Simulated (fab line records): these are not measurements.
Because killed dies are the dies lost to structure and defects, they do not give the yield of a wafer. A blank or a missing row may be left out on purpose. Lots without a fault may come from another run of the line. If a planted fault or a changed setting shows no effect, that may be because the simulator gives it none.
fab line records | flow n5Finfet
record lots=6 | wafers=18 | lastDay=19
route steps=1938 shown SDB@349 BEOL_M4@1111 PASSIVATION@1936
lots with no fault: from the same line, run without faults
startH: start of the lot's first displayed wafer, in hours after the record's first day | waitH: how many hours have passed since the lot's step before this one | " repeats the value in the row above | L1.1+2: a row that stands for several wafers | - no value, or no start was given | * or withheld: withheld | < > ~ a bound
route shown NAME@n: names a module that has steps shown in the file, with the first one's number in the route | usual: mean/standard deviation taken from wafers without a fault | same: alike in all rows | chamber/n: place in a boat | sites: each site's reading | _std_site: their standard deviation | _edge_site: outer sites' mean less inner sites' | radiusMm: for every site, how far away it sits from the centre of the wafer | mask NAME#n: copy n | behind: tool/chamber where the wafer was last shaped | hold: what put the lot on hold/how long, in hours/how the hold closed | device: whichever transistor did not switch (one of n, p or np) | end of line: the tests these same wafers got at the end of their route | a step given without rows: its recipe and nothing more | killed: the dies lost at the first sort to structure and to defects; this is not the yield of the wafer | map: dies across one wafer; x = killed, . = not, _ = none there
set.NAME: setting as actually run; set.NAME@STEP: the setting as run at that earlier step | model.NAME: the simulator's own value behind a step, which no gauge read
lots at some steps of the route; a table a step, a row a wafer
services: from which hour (startH, from the record's first day; less than 0 if before it) a tool's chamber was out of use, for how many hours, and why
## steps
# step N5_SDB_COAT_04
# recipe resist=SiARC | tempC=220 | timeS=60 | spinRpm=1500 | resistThkNm=18
# step N5_SDB_COAT_05
# recipe resist=CAR-ArF | spinRpm=1500 | resistThkNm=90
# step N5_SDB_EBR_07
# recipe solvent=PGMEA | ebrWidthMm=1.5
# step N5_SDB_SOFTBAKE_06
# recipe tempC=110 | timeS=60 | resist=CAR-ArF
# step N5_SDB_EXPOSE_08
# recipe maskId=SDB | na=1.35 | sourceShape=conventional | sigmaOuter=0.5 | polarization=unpolarized | doseMj=49.6
# step N5_SDB_PEB_09
# recipe pebTempC=withheld | pebTimeS=60 | resist=CAR-ArF
# step N5_SDB_DEVELOP_10
# recipe developTimeS=30 | developer=TMAH | resist=CAR-ArF | rinseLiquid=diw | dry=airSpin | devTempC=23
# step N5_SDB_CD_MEAS_11
# recipe targetCdNm=50 | landingEnergyEv=500 | detector=seInlens | polarity=opening
# usual cdNm=50.8/1.4
lot.wafer | tool     | chamber | startH | waitH | cdNm
L765.1    | cdSem-01 | 0       | 73.13  | -     | 50.0
L765.3    | "        | 0       | "      | "     | 50.1
L765.6    | "        | 0       | "      | "     | 50.6
L772.1    | cdSem-02 | 0       | 117.20 | -     | 52.0
L772.2    | "        | 0       | "      | "     | 51.4
L772.5    | "        | 0       | "      | "     | 51.2
L778.2    | cdSem-01 | 0       | 147.80 | -     | 49.5
L778.3    | "        | 0       | "      | "     | 49.3
L778.6    | "        | 0       | "      | "     | 48.3
L779.2    | cdSem-02 | 0       | 154.05 | -     | 48.9
L779.3    | "        | 0       | "      | "     | 49.3
L779.5    | "        | 0       | "      | "     | 49.5
L785.2    | cdSem-02 | 0       | 200.15 | -     | 52.9
L785.4    | "        | 0       | "      | "     | 55.1
L785.5    | "        | 0       | "      | "     | 53.5
L786.2    | cdSem-02 | 0       | 205.19 | -     | 50.2
L786.5    | "        | 0       | "      | "     | 50.9
L786.6    | "        | 0       | "      | "     | 49.9
# step N5_SDB_OVL_MEAS_12
# recipe pointsPerWafer=44
# usual SDB_OVL=-0.6/0.67
lot.wafer | tool       | chamber | startH | waitH | SDB_OVL[nm]
L765.1    | overlay-01 | 0       | 73.16  | 0.0   | -0.6
L765.3    | "          | 0       | "      | "     | -0.1
L765.6    | "          | 0       | "      | "     | -1.4
L772.1    | overlay-01 | 0       | 117.23 | 0.0   | -0.7
L772.2    | "          | 0       | "      | "     | 0.0
L772.5    | "          | 0       | "      | "     | -0.3
L778.2    | overlay-01 | 0       | 147.83 | 0.0   | -1.1
L778.3    | "          | 0       | "      | "     | -0.3
L778.6    | "          | 0       | "      | "     | -0.6
L779.2    | overlay-01 | 0       | 154.08 | 0.0   | -0.1
L779.3    | "          | 0       | "      | "     | -0.2
L779.5    | "          | 0       | "      | "     | 0.4
L785.2    | overlay-02 | 0       | 200.18 | 0.0   | -0.3
L785.4    | "          | 0       | "      | "     | -1.7
L785.5    | "          | 0       | "      | "     | -1.2
L786.2    | overlay-02 | 0       | 205.22 | 0.0   | -1.7
L786.5    | "          | 0       | "      | "     | -0.5
L786.6    | "          | 0       | "      | "     | -1.0
# step N5_SDB_INSPECT_13
# recipe mode=adi | inspectInstrument=brightfield
# usual rawDefectCount=81/37
lot.wafer | tool             | chamber | startH | waitH | rawDefectCount
L765.1    | defectInspect-02 | -       | 73.18  | 0.0   | 59
L765.3    | "                | -       | "      | "     | 57
L765.6    | "                | -       | "      | "     | 115
L772.1    | defectInspect-01 | -       | 117.26 | 0.0   | 94
L772.2    | "                | -       | "      | "     | 73
L772.5    | "                | -       | "      | "     | 60
L778.2    | defectInspect-02 | -       | 147.86 | 0.0   | 67
L778.3    | "                | -       | "      | "     | 30
L778.6    | "                | -       | "      | "     | 51
L779.2    | defectInspect-02 | -       | 154.10 | 0.0   | 166
L779.3    | "                | -       | "      | "     | 102
L779.5    | "                | -       | "      | "     | 111
L785.2    | defectInspect-01 | -       | 200.21 | 0.0   | 48
L785.4    | "                | -       | "      | "     | 55
L785.5    | "                | -       | "      | "     | 97
L786.2    | defectInspect-01 | -       | 205.24 | 0.0   | 73
L786.5    | "                | -       | "      | "     | 94
L786.6    | "                | -       | "      | "     | 47
# step N5_SDB_DESCUM_16
# recipe chemistry=O2 | timeS=7.9 | sourcePowerW=50 | biasPowerW=20 | pressureMtorr=20 | rfFrequencyHz=2.712e+07 | tempC=40 | resist=CAR-ArF | o2FlowSccm=225
# usual drypumpMotorCurrentA=5.58/0.3 | oesProductAu=0.78/0.076 | rfVppV=243.6/1.2 | showerheadPlenumPTorr=2.12/0.068 | throttleValvePct=20.5/0.36
# same timeS=7.9
lot.wafer | tool       | chamber | startH | waitH | drypumpMotorCurrentA | oesProductAu | rfHoursCounterH | rfVppV | showerheadPlenumPTorr | throttleValvePct
L765.1    | rieDiel-01 | 1       | 73.22  | 0.0   | 5.47                 | 0.79         | 138             | 244.2  | 2.18                  | 20.5
L765.3    | "          | 3       | "      | "     | 5.52                 | 0.96         | 6               | 243.1  | 2.05                  | 20.0
L765.6    | "          | 0       | "      | "     | 5.73                 | 0.92         | -               | 245.6  | 2.23                  | 20.0
L772.1    | rieDiel-06 | 3       | 117.29 | 0.0   | 5.13                 | 0.73         | 158             | 244.6  | 2.19                  | 20.9
L772.2    | "          | 1       | "      | "     | 5.62                 | 0.72         | 208             | 245.0  | 2.14                  | 20.7
L772.5    | "          | 3       | "      | "     | 5.11                 | 0.73         | -               | 243.4  | 2.19                  | 20.9
L778.2    | rieDiel-06 | 0       | 147.89 | 0.0   | 5.89                 | 0.84         | 65              | 240.6  | 2.01                  | 20.0
L778.3    | "          | 3       | "      | "     | 5.14                 | 0.72         | 169             | 242.7  | 2.19                  | 20.9
L778.6    | "          | 1       | "      | "     | 5.65                 | 0.71         | -               | 244.4  | 2.14                  | 20.8
L779.2    | rieDiel-06 | 3       | 154.24 | 0.1   | 5.13                 | 0.72         | 172             | 245.4  | 2.19                  | 20.9
L779.3    | "          | 1       | "      | "     | 5.66                 | 0.70         | 220             | 244.2  | 2.14                  | 20.7
L779.5    | "          | 0       | "      | "     | 5.89                 | 0.85         | -               | 242.1  | 2.01                  | 20.0
L785.2    | rieDiel-01 | 3       | 200.24 | 0.0   | 5.52                 | 0.87         | 48              | 241.7  | 2.03                  | 20.0
L785.4    | "          | 3       | "      | "     | 5.51                 | 0.87         | -               | 240.9  | 2.03                  | 20.0
L785.5    | "          | 1       | "      | "     | 5.47                 | 0.75         | -               | 244.9  | 2.17                  | 20.6
L786.2    | rieDiel-03 | 0       | 205.27 | 0.0   | 5.31                 | 0.99         | 0               | 243.1  | 2.15                  | 20.5
L786.5    | "          | 2       | "      | "     | 6.23                 | 0.71         | -               | 242.3  | 2.10                  | 20.7
L786.6    | "          | 3       | "      | "     | 5.14                 | 0.72         | -               | 244.6  | 2.10                  | 20.6
# step N5_SDB_ETCH_17
# recipe chemistry=CF4 | target=SiARC | targetDepthA=234 | maskMaterial=CAR-ArF | timeS=39 | ionEnergyEv=80 | pressureMtorr=40 | sourceW=545 | biasW=36 | Ar_flow_sccm=100 | cf4FlowSccm=100 | ends=cleared
# usual cf4FlowSccm=100.03/0.27 | drypumpMotorCurrentA=5.58/0.3 | etchRfOnTimeS=38.8/0.98 | oesProductAu=0.67/0.065 | rfVppV=184.6/1.1 | showerheadPlenumPTorr=2.18/0.057 | throttleValvePct=15.7/0.31
lot.wafer | tool       | chamber | startH | waitH | cf4FlowSccm | drypumpMotorCurrentA | etchRfOnTimeS | oesProductAu | rfHoursCounterH | rfVppV | showerheadPlenumPTorr | throttleValvePct
L765.1    | rieDiel-01 | 1       | 73.25  | 0.0   | 100.34      | 5.46                 | 38.1          | 0.68         | 138             | 186.2  | 2.24                  | 15.8
L765.3    | "          | 3       | "      | "     | 99.80       | 5.50                 | 39.4          | 0.81         | 6               | 184.2  | 2.11                  | 15.2
L765.6    | "          | 0       | "      | "     | 100.38      | 5.71                 | 38.3          | 0.78         | -               | 184.9  | 2.26                  | 15.1
L772.1    | rieDiel-06 | 3       | 117.33 | 0.0   | 100.22      | 5.13                 | 38.1          | 0.63         | 158             | 186.1  | 2.24                  | 16.0
L772.2    | "          | 1       | "      | "     | 100.46      | 5.63                 | 38.6          | 0.63         | 208             | 185.8  | 2.19                  | 16.0
L772.5    | "          | 3       | "      | "     | 99.99       | 5.14                 | 38.8          | 0.62         | -               | 184.0  | 2.24                  | 16.0
L778.2    | rieDiel-06 | 0       | 147.92 | 0.0   | 99.86       | 5.90                 | 38.8          | 0.72         | 65              | 182.7  | 2.09                  | 15.4
L778.3    | "          | 3       | "      | "     | 99.92       | 5.13                 | 38.7          | 0.62         | 169             | 185.0  | 2.24                  | 16.1
L778.6    | "          | 1       | "      | "     | 99.77       | 5.61                 | 39.3          | 0.61         | -               | 184.5  | 2.19                  | 16.0
L779.2    | rieDiel-06 | 3       | 154.28 | 0.0   | 99.80       | 5.13                 | 38.5          | 0.62         | 172             | 185.5  | 2.24                  | 16.1
L779.3    | "          | 1       | "      | "     | 100.33      | 5.61                 | 38.7          | 0.62         | 220             | 185.4  | 2.19                  | 16.0
L779.5    | "          | 0       | "      | "     | 99.70       | 5.91                 | 38.1          | 0.73         | -               | 184.2  | 2.09                  | 15.4
L785.2    | rieDiel-01 | 3       | 200.27 | 0.0   | 100.40      | 5.47                 | 39.5          | 0.74         | 48              | 183.9  | 2.10                  | 15.3
L785.4    | "          | 3       | "      | "     | 100.05      | 5.48                 | 39.6          | 0.74         | -               | 183.6  | 2.10                  | 15.3
L785.5    | "          | 1       | "      | "     | 100.64      | 5.46                 | 38.5          | 0.65         | -               | 185.6  | 2.22                  | 15.8
L786.2    | rieDiel-03 | 0       | 205.31 | 0.0   | 99.96       | 5.25                 | 39.8          | 0.82         | 0               | 185.3  | 2.19                  | 15.6
L786.5    | "          | 2       | "      | "     | 100.33      | 6.28                 | 41.0          | 0.60         | -               | 183.5  | 2.11                  | 15.7
L786.6    | "          | 3       | "      | "     | 99.82       | 5.14                 | 39.2          | 0.62         | -               | 183.9  | 2.14                  | 15.7
# step N5_SDB_ETCH_18
# recipe chemistry=N2/H2 | target=SOC | targetDepthA=1000 | overetchA=200 | maskMaterial=SiARC | tempC=40 | timeS=150 | ionEnergyEv=200 | pressureMtorr=30 | sourceW=840 | biasW=150 | n2FlowSccm=200 | h2FlowSccm=200
# usual drypumpMotorCurrentA=5.59/0.3 | oesProductAu=0.70/0.063 | rfVppV=524.9/2.1 | showerheadPlenumPTorr=2.58/0.076 | throttleValvePct=17.9/0.34
lot.wafer | tool       | chamber | startH | waitH | drypumpMotorCurrentA | oesProductAu | rfHoursCounterH | rfVppV | showerheadPlenumPTorr | throttleValvePct | model.SiARC_of_SDB_COAT_04.thkNm
L765.1    | rieDiel-01 | 1       | 73.29  | 0.0   | 5.48                 | 0.71         | 138             | 526.3  | 2.67                  | 18.0             | 12.6
L765.3    | "          | 3       | "      | "     | 5.49                 | 0.86         | 7               | 522.4  | 2.51                  | 17.5             | 12.8
L765.6    | "          | 0       | "      | "     | 5.75                 | 0.81         | -               | 529.0  | 2.73                  | 17.5             | 12.6
L772.1    | rieDiel-06 | 3       | 117.36 | 0.0   | 5.14                 | 0.66         | 158             | 524.9  | 2.66                  | 18.4             | 13
L772.2    | "          | 1       | "      | "     | 5.64                 | 0.65         | 208             | 525.3  | 2.61                  | 18.2             | 12.8
L772.5    | "          | 3       | "      | "     | 5.15                 | 0.65         | -               | 526.8  | 2.66                  | 18.4             | 13
L778.2    | rieDiel-06 | 0       | 147.96 | 0.0   | 5.92                 | 0.76         | 65              | 522.9  | 2.47                  | 17.5             | 12.6
L778.3    | "          | 3       | "      | "     | 5.13                 | 0.59         | 169             | 527.0  | 2.65                  | 18.4             | 12.2
L778.6    | "          | 1       | "      | "     | 5.63                 | 0.59         | -               | 526.0  | 2.61                  | 18.2             | 12
L779.2    | rieDiel-06 | 3       | 154.31 | 0.0   | 5.13                 | 0.65         | 172             | 526.7  | 2.65                  | 18.4             | 13
L779.3    | "          | 1       | "      | "     | 5.63                 | 0.59         | 220             | 526.4  | 2.60                  | 18.2             | 12
L779.5    | "          | 0       | "      | "     | 5.91                 | 0.69         | -               | 522.0  | 2.46                  | 17.5             | 11.8
L785.2    | rieDiel-01 | 3       | 200.31 | 0.0   | 5.51                 | 0.78         | 48              | 521.1  | 2.49                  | 17.6             | 12.8
L785.4    | "          | 3       | "      | "     | 5.51                 | 0.78         | -               | 522.2  | 2.49                  | 17.6             | 13
L785.5    | "          | 1       | "      | "     | 5.48                 | 0.68         | -               | 526.4  | 2.65                  | 18.0             | 12.6
L786.2    | rieDiel-03 | 0       | 205.34 | 0.0   | 5.29                 | 0.86         | 0               | 526.2  | 2.58                  | 17.6             | 13
L786.5    | "          | 2       | "      | "     | 6.31                 | 0.64         | -               | 521.7  | 2.50                  | 17.8             | 13.2
L786.6    | "          | 3       | "      | "     | 5.14                 | 0.65         | -               | 521.6  | 2.55                  | 18.0             | 13
# step N5_SDB_STRIP_19
# recipe chemistry=N2/H2 | tempC=40 | n2FlowSccm=200 | h2FlowSccm=200 | rfFrequencyHz=6e+07
# step N5_BEOL_M4_RC_MEAS_101
# usual DIBL_N=36.1/1.6 | DIBL_P=35.7/1.8 | IOFF_N=0.159/0.027 | IOFF_P=0.21/0.03 | ION_N=673/10 | ION_P=462/7.4 | SS_N=71.4/0.56 | SS_P=73.2/0.61 | VT_N=249.7/3 | VT_P=-250/3.1
lot.wafer | tool      | chamber | startH | waitH | DIBL_N[mV/V] | DIBL_P[mV/V] | IOFF_N[nA/um] | IOFF_P[nA/um] | ION_N[uA/um] | ION_P[uA/um] | SS_N[mV/dec] | SS_P[mV/dec] | VT_N[mV] | VT_P[mV]
L765.1    | prober-01 | 0       | 171.41 | 0.0   | 35.4         | 35.8         | 0.155         | 0.19          | 679          | 457          | 71.6         | 72.7         | 247.8    | -255
L765.3    | "         | 0       | "      | "     | 37.1         | 38.0         | 0.183         | 0.22          | 674          | 452          | 72.1         | 73.0         | 251.5    | -253
L765.6    | "         | 0       | "      | "     | 35.0         | 35.7         | 0.154         | 0.19          | 667          | 451          | 71.9         | 73.1         | 246.3    | -254
L772.1    | prober-01 | 0       | 209.83 | 0.0   | 34.9         | 35.3         | 0.137         | 0.20          | 676          | 471          | 70.3         | 72.6         | 252.1    | -249
L772.2    | "         | 0       | "      | "     | 36.3         | 36.4         | 0.147         | 0.20          | 677          | 464          | 71.5         | 73.2         | 250.0    | -250
L772.5    | "         | 0       | "      | "     | 35.4         | 34.5         | 0.136         | 0.18          | 655          | 451          | 71.0         | 72.6         | 254.1    | -253
L778.2    | prober-02 | 0       | 252.58 | 0.2   | 33.3         | 32.8         | 0.113         | 0.16          | 648          | 452          | 70.7         | 72.1         | 256.3    | -254
L778.3    | "         | 0       | "      | "     | 32.5         | 32.2         | 0.104         | 0.16          | 653          | 455          | 69.9         | 72.1         | 256.1    | -254
L778.6    | "         | 0       | "      | "     | 35.3         | 36.0         | 0.148         | 0.21          | 675          | 459          | 70.9         | 73.1         | 251.5    | -251
L779.2    | prober-01 | 0       | 255.44 | 0.2   | 38.8         | 37.8         | 0.196         | 0.23          | 686          | 465          | 72.3         | 73.6         | 246.6    | -250
L779.3    | "         | 0       | "      | "     | 38.3         | 37.8         | 0.196         | 0.21          | 685          | 455          | 72.3         | 74.2         | 247.3    | -251
L779.5    | "         | 0       | "      | "     | 36.5         | 34.4         | 0.146         | 0.18          | 679          | 463          | 71.3         | 72.9         | 251.6    | -253
L785.2    | prober-01 | 0       | 309.41 | 0.2   | 33.5         | 33.4         | 0.125         | 0.17          | 674          | 463          | 71.4         | 72.5         | 253.5    | -253
L785.4    | "         | 0       | "      | "     | 36.8         | 37.8         | 0.185         | 0.24          | 687          | 469          | 71.3         | 73.4         | 248.2    | -248
L785.5    | "         | 0       | "      | "     | 33.9         | 33.7         | 0.131         | 0.17          | 674          | 459          | 71.1         | 72.3         | 248.2    | -253
L786.2    | prober-01 | 0       | 341.86 | 0.2   | 37.8         | 37.2         | 0.202         | 0.26          | 685          | 468          | 72.1         | 73.0         | 244.9    | -243
L786.5    | "         | 0       | "      | "     | 37.4         | 35.8         | 0.194         | 0.23          | 672          | 464          | 72.0         | 73.5         | 246.2    | -245
L786.6    | "         | 0       | "      | "     | 35.1         | 34.2         | 0.147         | 0.21          | 658          | 462          | 71.1         | 73.2         | 250.4    | -248
# step N5_PASSIVATION_PROBE_49
# usual defectLimitedYield=91.0/1.3 | killed_at_M0_to_M3=33/10 | killed_at_M4_up=14/5.6 | killedAtContacts=12/5.8 | killedAtFrontEnd=43/11 | killedAtOther=4.1/2.8 | killedDies=106/15 | killedOpen=70/12 | killedShort=34/7.5 | sort_bin_5_function=5.3/0.88 | sort_bin_6_memory=3.3/0.64 | sort_bin_8_speed=0.00/0.016 | sortNPass=1074/15 | sortYieldPct=91.0/1.3
# same grossDies=1180 | killedAtBackSide=0 | sort_bin_4_leakage[%]=0
lot.wafer | tool      | chamber | startH | waitH | defectLimitedYield[%] | killed_at_M0_to_M3 | killed_at_M4_up | killedAtContacts | killedAtFrontEnd | killedAtOther | killedDies | killedOpen | killedShort | sort_bin_5_function[%] | sort_bin_6_memory[%] | sort_bin_8_speed[%] | sortNPass | sortYieldPct[%]
L772.1    | prober-02 | -       | 313.92 | 0.0   | 92.6                  | 24                 | 8               | 6                | 44               | 5             | 87         | 65         | 20          | 4.1                    | 2.9                  | 0                   | 1093      | 92.6
L772.2    | prober-02 | -       | 313.97 | 0.1   | 93.6                  | 24                 | 4               | 5                | 40               | 2             | 75         | 49         | 24          | 3.6                    | 2.5                  | 0.08                | 1105      | 93.6
L772.5    | prober-02 | -       | 314.12 | 0.2   | 89.7                  | 38                 | 12              | 17               | 47               | 8             | 122        | 99         | 21          | 5.8                    | 4.3                  | 0                   | 1058      | 89.7
L779.2    | prober-01 | -       | 356.75 | 0.1   | 91.4                  | 27                 | 26              | 11               | 37               | 1             | 102        | 69         | 29          | 5.3                    | 3.1                  | 0                   | 1078      | 91.4
L779.3    | prober-01 | -       | 356.80 | 0.1   | 90.2                  | 48                 | 24              | 4                | 40               | 0             | 116        | 88         | 25          | 5.4                    | 4.2                  | 0                   | 1064      | 90.2
L779.5    | prober-01 | -       | 356.90 | 0.2   | 89.3                  | 41                 | 15              | 14               | 54               | 2             | 126        | 82         | 40          | 5.7                    | 4.2                  | 0                   | 1054      | 89.3
L778.2    | prober-01 | -       | 364.91 | 0.1   | 91.4                  | 33                 | 13              | 9                | 41               | 6             | 102        | 75         | 27          | 5.2                    | 3.2                  | 0                   | 1078      | 91.4
L778.3    | prober-01 | -       | 364.96 | 0.1   | 90.7                  | 31                 | 4               | 14               | 52               | 9             | 110        | 69         | 40          | 5.2                    | 3.7                  | 0                   | 1070      | 90.7
L778.6    | prober-01 | -       | 365.11 | 0.3   | 94.4                  | 10                 | 6               | 10               | 37               | 3             | 66         | 42         | 23          | 3.3                    | 1.9                  | 0                   | 1114      | 94.4
# killed by level:class
L772.1 FIN_SAQP:geometricParticle:open=14 STI_FIN_REVEAL:geometricParticle:open=11 BEOL_M1:geometricParticle:open=8 BEOL_M0_SAQP:geometricParticle:short=6 BEOL_M2:geometricParticle:open=5 DUMMY_GATE:geometricParticle:open=4 MOL_CONTACT_COAG:geometricParticle:open=4 BEOL_M0_SAQP:geometricParticle:open=4
L772.2 STI_FIN_REVEAL:geometricParticle:open=12 FIN_SAQP:geometricParticle:short=6 BEOL_M0_SAQP:geometricParticle:open=6 FIN_SAQP:geometricParticle:open=5 GATE_CUT:geometricParticle:short=5 BEOL_M1:geometricParticle:open=5 BEOL_M0_SAQP:geometricParticle:short=4 STARTING-WAFER:geometricParticle:open=4
L772.5 FIN_SAQP:geometricParticle:open=15 MOL_CONTACT_COAG:geometricParticle:open=14 STI_FIN_REVEAL:geometricParticle:open=13 BEOL_M0_SAQP:geometricParticle:open=8 BEOL_M3:geometricParticle:open=8 BEOL_M0:geometricParticle:open=6 BEOL_M1:geometricParticle:open=6 BEOL_M2:geometricParticle:open=6
L779.2 STI_FIN_REVEAL:geometricParticle:open=9 BEOL_M4:geometricParticle:open=9 MOL_CONTACT_COAG:geometricParticle:open=8 FIN_SAQP:geometricParticle:open=7 BEOL_M2:geometricParticle:open=7 FIN_SAQP:geometricParticle:short=6 BEOL_M1:geometricParticle:open=5 BEOL_M3:geometricParticle:open=4
L779.3 BEOL_M2:geometricParticle:open=15 BEOL_M4:geometricParticle:open=13 BEOL_M0_SAQP:geometricParticle:open=11 FIN_SAQP:geometricParticle:short=9 STI_FIN_REVEAL:geometricParticle:open=9 FIN_SAQP:geometricParticle:open=7 BEOL_M1:geometricParticle:open=7 BEOL_M0_SAQP:geometricParticle:short=6
L779.5 FIN_SAQP:geometricParticle:open=14 FIN_SAQP:geometricParticle:short=14 STI_FIN_REVEAL:geometricParticle:open=11 MOL_CONTACT_COAG:geometricParticle:open=10 BEOL_M3:geometricParticle:open=8 BEOL_M1:geometricParticle:open=6 BEOL_M0_SAQP:geometricParticle:short=6 BEOL_M0_SAQP:geometricParticle:open=6
L778.2 FIN_SAQP:geometricParticle:open=14 BEOL_M0_SAQP:geometricParticle:open=9 STI_FIN_REVEAL:geometricParticle:open=8 BEOL_M0_SAQP:geometricParticle:short=8 BEOL_M4:geometricParticle:open=8 MOL_CONTACT_COAG:geometricParticle:open=7 DUMMY_GATE:geometricParticle:open=5 BEOL_M1:geometricParticle:open=5
L778.3 FIN_SAQP:geometricParticle:open=14 MOL_CONTACT_COAG:geometricParticle:open=12 FIN_SAQP:geometricParticle:short=10 BEOL_M1:geometricParticle:open=7 STI_FIN_REVEAL:geometricParticle:open=6 BEOL_M0_SAQP:geometricParticle:open=6 BEOL_M0_SAQP:geometricParticle:short=6 BEOL_M2:geometricParticle:open=5
L778.6 FIN_SAQP:geometricParticle:open=15 FIN_SAQP:geometricParticle:short=7 MOL_CONTACT_COAG:geometricParticle:open=7 STI_FIN_REVEAL:geometricParticle:open=5 BEOL_M0_SAQP:geometricParticle:open=4 STARTING-WAFER:geometricParticle:short=4 MOL_CONTACT_COAG:geometricParticle:short=3 BEOL_M0_SAQP:geometricParticle:short=3
## services
tool       | chamber | startH | hours | kind
rieDiel-01 | 2       | 87.98  | 4.9   | repair
rieDiel-01 | 3       | 105.08 | 9.1   | repair
rieDiel-01 | 0       | 113.19 | 5.2   | repair
rieDiel-06 | 2       | 113.32 | 8.0   | repair
rieDiel-06 | 2       | 144.85 | 12.2  | repair
rieDiel-03 | 0       | 170.10 | 5.9   | repair
rieDiel-03 | 0       | 190.51 | -     | clean
rieDiel-03 | 0       | 190.51 | -     | consumableReplace:focusRing
rieDiel-03 | 0       | 190.51 | 12.7  | scheduledDown
rieDiel-03 | 0       | 190.51 | 12.7  | ventCycle
rieDiel-01 | 0       | 198.22 | 3.0   | repair
## key
firstSign none at tools or gauges
modelEffect step=N5_SDB_ETCH_18 | value=SiARC_of_SDB_COAT_04.thkNm | without=12.95 | struck=12
metAt N5_SDB_ETCH_18
struckWafers L778.3,L778.6,L779.3,L779.5
onsetBetween 117.36 147.96
fault kind=processParameterDrift | tool=rieDiel-06 | chamber=- | onsetH=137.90 | steps=N5_SDB_ETCH_18 | channel=timeS | offset=* | shape=step | endH=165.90 | scope=struckWafersOnly | actsIn=* | stated=*
